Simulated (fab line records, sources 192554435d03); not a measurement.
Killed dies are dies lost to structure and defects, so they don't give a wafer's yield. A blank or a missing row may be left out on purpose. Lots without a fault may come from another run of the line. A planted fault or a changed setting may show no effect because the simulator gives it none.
Chamber matching | flow n5_finfet | N5_BEOL_M2_STRIP_36 on rie_diel-04: 4 sister chambers
The step strips in N2/H2. 22 wafers are shown with their chamber, then 11 later ones without.

WAFERS WITH THEIR CHAMBER
wafer  | chamber | drypump_motor_current_A (A) | throttle_valve_pct (%) | showerhead_plenum_p_Torr (Torr)
L075.2 | 1       | 6.6                         | 23.5                   | 2.47
L075.3 | 0       | 5.9                         | 23.1                   | 2.60
L075.6 | 2       | 5.4                         | 24.0                   | 2.62
L077.1 | 1       | 6.6                         | 23.6                   | 2.47
L077.2 | 3       | 5.2                         | 24.2                   | 2.52
L077.5 | 3       | 5.2                         | 24.2                   | 2.52
L078.2 | 0       | 5.9                         | 23.1                   | 2.60
L078.4 | 1       | 6.6                         | 23.5                   | 2.47
L078.6 | 0       | 5.9                         | 23.2                   | 2.60
L081.1 | 1       | 6.6                         | 23.6                   | 2.47
L081.3 | 0       | 5.8                         | 23.2                   | 2.60
L081.6 | 1       | 6.6                         | 23.5                   | 2.47
L083.3 | 0       | 5.8                         | 23.2                   | 2.60
L083.4 | 3       | 5.2                         | 24.2                   | 2.51
L083.5 | 3       | 5.2                         | 24.2                   | 2.51
L086.2 | 0       | 5.9                         | 23.2                   | 2.60
L086.3 | 1       | 6.6                         | 23.5                   | 2.47
L086.4 | 2       | 5.4                         | 24.0                   | 2.61
L087.4 | 3       | 5.2                         | 24.2                   | 2.51
L087.5 | 1       | 6.6                         | 23.6                   | 2.46
L087.6 | 2       | 5.4                         | 24.0                   | 2.61
L088.2 | 0       | 5.9                         | 23.2                   | 2.59

SIGNATURES (means of the wafers above)
reading                  | chamber 0 | chamber 1 | chamber 2 | chamber 3 | scatter within a chamber
drypump_motor_current_A  | 5.871     | 6.600     | 5.400     | 5.200     | 0.0282
throttle_valve_pct       | 23.171    | 23.543    | 24.000    | 24.200    | 0.0418
showerhead_plenum_p_Torr | 2.5986    | 2.4686    | 2.6133    | 2.5140    | 0.00446
Rule: a wafer's distance from a chamber is the root of the sum, over the readings, of the square of ((its reading less the chamber's mean) divided by the reading's scatter). The wafer belongs to the nearest chamber; if the next one is less than 2 further off, it can't be placed. The scatter: the root of (the sum of the squares of (reading less its chamber's mean) over the shown wafers, divided by (wafers less chambers)).

WAFERS WITHOUT THEIR CHAMBER
wafer  | drypump_motor_current_A (A) | throttle_valve_pct (%) | showerhead_plenum_p_Torr (Torr)
L088.4 | 6.6                         | 23.6                   | 2.46
L088.6 | 6.6                         | 23.6                   | 2.46
L094.4 | 5.2                         | 24.1                   | 2.50
L094.5 | 5.9                         | 23.2                   | 2.58
L094.6 | 6.6                         | 23.6                   | 2.46
L096.1 | 5.2                         | 24.1                   | 2.50
L096.2 | 5.9                         | 23.2                   | 2.58
L096.3 | 6.6                         | 23.6                   | 2.46
L097.3 | 5.2                         | 24.1                   | 2.50
L097.4 | 5.4                         | 23.8                   | 2.60
L097.6 | 5.4                         | 23.8                   | 2.60

WHICH CHAMBER EACH WENT THROUGH
wafer  | from the rows above | in truth
L088.4 | 1                   | 1
L088.6 | 1                   | 1
L094.4 | 3                   | 3
L094.5 | 0                   | 0
L094.6 | 1                   | 1
L096.1 | 3                   | 3
L096.2 | 0                   | 0
L096.3 | 1                   | 1
L097.3 | 3                   | 3
L097.4 | 2                   | 2
L097.6 | 2                   | 2
Placed correctly: 11 of 11. Can't be placed from these rows: 0. Placed wrongly: 0.
